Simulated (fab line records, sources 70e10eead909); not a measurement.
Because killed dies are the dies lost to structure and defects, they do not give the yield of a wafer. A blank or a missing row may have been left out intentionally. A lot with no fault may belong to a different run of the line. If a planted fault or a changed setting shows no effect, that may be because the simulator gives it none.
What tool caused it? :: flow nand harc :: 36 wafers from 12 lots sampled at 6 of the route's 1159 steps

== WHAT THE GAUGES READ, wafer by wafer ==
NHARC_A_M1_THK_MEAS_24: measures by xrf.
lot: L595
measured: day 18 02:03
on: film metro-01
thk nm (nm): 156.3 157.1 153.0

lot: L593
measured: day 18 03:12
on: film metro-01
thk nm (nm): 154.7 154.9 152.8

lot: L597
measured: day 18 04:24
on: film metro-02
thk nm (nm): 155.0 155.4 156.1

lot: L596
measured: day 18 07:31
on: film metro-02
thk nm (nm): 154.1 155.8 154.2

lot: L599
measured: day 19 21:02
on: film metro-02
thk nm (nm): 156.4 155.0 158.2

lot: L601
measured: day 20 07:06
on: film metro-02
thk nm (nm): 156.7 155.3 156.8

lot: L604
measured: day 20 13:49
on: film metro-02
thk nm (nm): 155.5 150.9 154.0

lot: L602
measured: day 20 17:12
on: film metro-02
thk nm (nm): 155.2 154.8 157.3

lot: L603
measured: day 20 17:40
on: film metro-01
thk nm (nm): 155.5 152.4 154.1

lot: L605
measured: day 21 19:51
on: film metro-01
thk nm (nm): 157.0 154.6 156.0

lot: L610
measured: day 22 23:31
on: film metro-02
thk nm (nm): 153.4 154.5 152.5

lot: L614
measured: day 23 14:09
on: film metro-01
thk nm (nm): 155.2 155.4 153.6

NHARC_A_BONDPAD_OVL_MEAS_35.
lot: L595
measured: day 18 04:15
on: overlay-02
overlay x nm (nm): -4 -4 -4
overlay y nm (nm): 8 7 7

lot: L593
measured: day 18 05:14
on: overlay-02
overlay x nm (nm): -8 -8 -8
overlay y nm (nm): 1 1 1

lot: L597
measured: day 18 06:36
on: overlay-02
overlay x nm (nm): 3 4 4
overlay y nm (nm): -2 -3 -3

lot: L596
measured: day 18 09:41
on: overlay-02
overlay x nm (nm): 7 7 7
overlay y nm (nm): 4 3 4

lot: L599
measured: day 19 23:23
on: overlay-02
overlay x nm (nm): 4 3 3
overlay y nm (nm): 7 8 7

lot: L601
measured: day 20 09:08
on: overlay-01
overlay x nm (nm): -1 -2 -1
overlay y nm (nm): 6 7 7

lot: L604
measured: day 20 16:01
on: overlay-01
overlay x nm (nm): -12 -11 -12
overlay y nm (nm): 2 3 2

lot: L602
measured: day 20 19:23
on: overlay-02
overlay x nm (nm): -3 -1 -2
overlay y nm (nm): -6 -6 -6

lot: L603
measured: day 20 20:00
on: overlay-02
overlay x nm (nm): 25 26 25
overlay y nm (nm): 3 3 2

lot: L605
measured: day 21 22:02
on: overlay-01
overlay x nm (nm): 21 21 22
overlay y nm (nm): 5 5 5

lot: L610
measured: day 23 01:41
on: overlay-01
overlay x nm (nm): 1 1 1
overlay y nm (nm): 7 6 7

lot: L614
measured: day 23 16:17
on: overlay-02
overlay x nm (nm): 6 7 6
overlay y nm (nm): -12 -12 -13

NHARC_END_SORT_01.
lot: L599
measured: day 21 20:56
on: prober-02
defect limited yield (%): 94.1 94.2 93.9
killed at array: 40 34 39
killed at other: 0 1 1
killed at periphery: 0 4 1
killed dies: 40 39 41
killed open: 0 7 2
killed short: 2 2 2
sort_bin_2_pct (%): 2.1 2.2 2.1
sort_bin_3_pct (%): 0.15 0.44 0.15
sort_bin_4_pct (%): 3.7 3.1 3.8
sort n pass: 637 638 636
sort rim yield pct (%): 98.1 99.1 97.2
sort yield pct (%): 94.1 94.2 93.9

== WHICH TOOL RAN EACH LOT (tool, then ch and the chambers of the sampled wafers, then the start) ==
lot: L595
NHARC_A_M1_PRE_CLEAN_30: pvd sputter-01, day 18 02:03 or earlier
NHARC_A_M1_PRE_CLEAN_32: pecvd-02 ch 0,1,2, day 18 02:18
NHARC_A_BONDPAD_EXPOSE_06: krf scanner-03 ch 0, day 18 04:00

lot: L593
NHARC_A_M1_PRE_CLEAN_30: pvd sputter-03, day 18 03:12 or earlier
NHARC_A_M1_PRE_CLEAN_32: pecvd-04 ch 0,1,2, day 18 03:25
NHARC_A_BONDPAD_EXPOSE_06: krf scanner-03 ch 0, day 18 05:00

lot: L597
NHARC_A_M1_PRE_CLEAN_30: pvd sputter-01, day 18 04:24 or earlier
NHARC_A_M1_PRE_CLEAN_32: pecvd-04 ch 0,1,2, day 18 04:38
NHARC_A_BONDPAD_EXPOSE_06: krf scanner-01 ch 0, day 18 06:22

lot: L596
NHARC_A_M1_PRE_CLEAN_30: pvd sputter-02, day 18 07:31 or earlier
NHARC_A_M1_PRE_CLEAN_32: pecvd-02 ch 1,2, day 18 07:44
NHARC_A_BONDPAD_EXPOSE_06: krf scanner-04 ch 0, day 18 09:27

lot: L599
NHARC_A_M1_PRE_CLEAN_30: pvd sputter-02, day 19 21:02 or earlier
NHARC_A_M1_PRE_CLEAN_32: pecvd-04 ch 0,1, day 19 21:17
NHARC_A_BONDPAD_EXPOSE_06: krf scanner-01 ch 0, day 19 23:09

lot: L601
NHARC_A_M1_PRE_CLEAN_30: pvd sputter-01, day 20 07:06 or earlier
NHARC_A_M1_PRE_CLEAN_32: pecvd-04 ch 0,1,2, day 20 07:22
NHARC_A_BONDPAD_EXPOSE_06: krf scanner-01 ch 0, day 20 08:55

lot: L604
NHARC_A_M1_PRE_CLEAN_30: pvd sputter-03, day 20 13:49 or earlier
NHARC_A_M1_PRE_CLEAN_32: pecvd-02 ch 0,2, day 20 14:02
NHARC_A_BONDPAD_EXPOSE_06: krf scanner-01 ch 0, day 20 15:46

lot: L602
NHARC_A_M1_PRE_CLEAN_30: pvd sputter-01, day 20 17:12 or earlier
NHARC_A_M1_PRE_CLEAN_32: pecvd-04 ch 0,2, day 20 17:28
NHARC_A_BONDPAD_EXPOSE_06: krf scanner-03 ch 0, day 20 19:08

lot: L603
NHARC_A_M1_PRE_CLEAN_30: pvd sputter-02, day 20 17:40 or earlier
NHARC_A_M1_PRE_CLEAN_32: pecvd-04 ch 0,1, day 20 17:55
NHARC_A_BONDPAD_EXPOSE_06: krf scanner-01 ch 0, day 20 19:46

lot: L605
NHARC_A_M1_PRE_CLEAN_30: pvd sputter-01, day 21 19:51 or earlier
NHARC_A_M1_PRE_CLEAN_32: pecvd-04 ch 0,1, day 21 20:05
NHARC_A_BONDPAD_EXPOSE_06: krf scanner-01 ch 0, day 21 21:47

lot: L610
NHARC_A_M1_PRE_CLEAN_30: pvd sputter-03, day 22 23:31 or earlier
NHARC_A_M1_PRE_CLEAN_32: pecvd-03 ch 0,1, day 22 23:46
NHARC_A_BONDPAD_EXPOSE_06: krf scanner-04 ch 0, day 23 01:27

lot: L614
NHARC_A_M1_PRE_CLEAN_30: pvd sputter-01, day 23 14:09 or earlier
NHARC_A_M1_PRE_CLEAN_32: pecvd-02 ch 1,2, day 23 14:28
NHARC_A_BONDPAD_EXPOSE_06: krf scanner-03 ch 0, day 23 16:04
- NHARC_A_M1_PRE_CLEAN_30: time 30 s.
- NHARC_A_M1_PRE_CLEAN_32: time 12 s.
- NHARC_A_BONDPAD_EXPOSE_06: exposes mask A BPAD.

== AS READ BY THE TOOLS THEMSELVES (means over the sampled wafers that have a number; for cases with no such wafer, the mark the record gives instead) ==
NHARC_A_M1_PRE_CLEAN_30.
lot: L595
tool: pvd sputter-01
heater power w (W): 366

lot: L593
tool: pvd sputter-03
heater power w (W): 407

lot: L597
tool: pvd sputter-01
heater power w (W): 378

lot: L596
tool: pvd sputter-02
heater power w (W): 461

lot: L599
tool: pvd sputter-02
heater power w (W): 454

lot: L601
tool: pvd sputter-01
heater power w (W): 366

lot: L604
tool: pvd sputter-03
heater power w (W): 350

lot: L602
tool: pvd sputter-01
heater power w (W): 347

lot: L603
tool: pvd sputter-02
heater power w (W): 479

lot: L605
tool: pvd sputter-01
heater power w (W): 364

lot: L610
tool: pvd sputter-03
heater power w (W): 403

lot: L614
tool: pvd sputter-01
heater power w (W): 382

NHARC_A_M1_PRE_CLEAN_32.
lot: L595
tool: pecvd-02
heater power w (W): 597

lot: L593
tool: pecvd-04
heater power w (W): 590

lot: L597
tool: pecvd-04
heater power w (W): 570

lot: L596
tool: pecvd-02
heater power w (W): 687

lot: L599
tool: pecvd-04
heater power w (W): 608

lot: L601
tool: pecvd-04
heater power w (W): 601

lot: L604
tool: pecvd-02
heater power w (W): 702

lot: L602
tool: pecvd-04
heater power w (W): 552

lot: L603
tool: pecvd-04
heater power w (W): 666

lot: L605
tool: pecvd-04
heater power w (W): 659

lot: L610
tool: pecvd-03
heater power w (W): 574

lot: L614
tool: pecvd-02
heater power w (W): 664

NHARC_A_BONDPAD_EXPOSE_06.
lot: L595
tool: krf scanner-03
reticle temp C (C): 23.04

lot: L593
tool: krf scanner-03
reticle temp C (C): 23.06

lot: L597
tool: krf scanner-01
reticle temp C (C): 22.90

lot: L596
tool: krf scanner-04
reticle temp C (C): 23.02

lot: L599
tool: krf scanner-01
reticle temp C (C): 23.05

lot: L601
tool: krf scanner-01
reticle temp C (C): 23.08

lot: L604
tool: krf scanner-01
reticle temp C (C): 22.84

lot: L602
tool: krf scanner-03
reticle temp C (C): 22.92

lot: L603
tool: krf scanner-01
reticle temp C (C): 22.90

lot: L605
tool: krf scanner-01
reticle temp C (C): 23.06

lot: L610
tool: krf scanner-04
reticle temp C (C): 23.15

lot: L614
tool: krf scanner-03
reticle temp C (C): 22.94

== THE ANSWER, worked out from the rows above alone ==
Rule: what is usual is taken from the lots themselves. The widest of any qualifying gaps counts: lots, ordered by their means at a reading, are off when they make up no more than a third of the lots, leave a main group of 4 or more, and stand apart from it by 3 or more times the standard deviation of that group's means. The tables above print the reading to a certain number of digits; a main group whose means all agree to those digits is not used. Also off: a lot with no number at a reading for which 4 or more lots have one. Where the step has rows for the other lots, those lots are counted as sound. First the gauges in route order, then the tools' own readings, where a lot's mean is used as printed above. The first step at which some lot is off is used, and at that step the reading that is off furthest; a lot without a number counts as furthest.
No lot is off at any reading shown: from this, nothing can be told.

== WHAT HAD BEEN PUT IN BY THE SIMULATOR ==
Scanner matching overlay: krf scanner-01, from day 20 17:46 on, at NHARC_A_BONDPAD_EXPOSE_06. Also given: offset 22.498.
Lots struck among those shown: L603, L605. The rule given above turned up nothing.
